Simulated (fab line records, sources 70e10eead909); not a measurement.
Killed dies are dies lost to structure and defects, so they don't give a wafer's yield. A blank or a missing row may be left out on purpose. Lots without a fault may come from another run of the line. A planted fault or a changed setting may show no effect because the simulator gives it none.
Chamber matching | flow nand_harc | NHARC_A_CONTACT_DEP_85 on pecvd-01: 3 sister chambers
The step deposits SiON, target thk 60 nm. 3 wafers are shown with their chamber, then 8 later ones without.

WAFERS WITH THEIR CHAMBER
wafer  | chamber | heater_power_w (W)
L090.1 | 0       | 911
L090.6 | 2       | 691
L088.1 | 1       | 697

WAFERS WITHOUT THEIR CHAMBER
wafer  | heater_power_w (W)
L088.5 | 872
L088.6 | 661
L093.3 | 914
L093.5 | 611
L093.6 | 873
L097.1 | 1089
L097.3 | 696
L097.6 | 751

WHICH CHAMBER EACH WENT THROUGH
wafer  | from the rows above          | in truth
L088.5 | can't be placed: 0 or 1 or 2 | 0
L088.6 | can't be placed: 2 or 1      | 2
L093.3 | 0                            | 0
L093.5 | can't be placed: 2 or 1      | 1
L093.6 | can't be placed: 0 or 1 or 2 | 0
L097.1 | 0                            | 0
L097.3 | can't be placed: 1 or 2      | 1
L097.6 | can't be placed: 1 or 2 or 0 | 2
Placed correctly: 2 of 8. Can't be placed from these rows: 6 (the true chamber is among the candidates in 6). Placed wrongly: 0.
How it was worked out, from the rows above alone: a wafer's distance from a chamber is the root of the sum, over the readings, of the square of ((its reading less the chamber's mean) divided by the reading's scatter). The wafer belongs to the nearest chamber; if the next one is less than 2 further off, it can't be placed. A chamber's mean is the mean of its shown wafers. The scatter: with one shown wafer a chamber, the root of the mean of the squares of how far each hidden wafer lies from its nearest shown one.
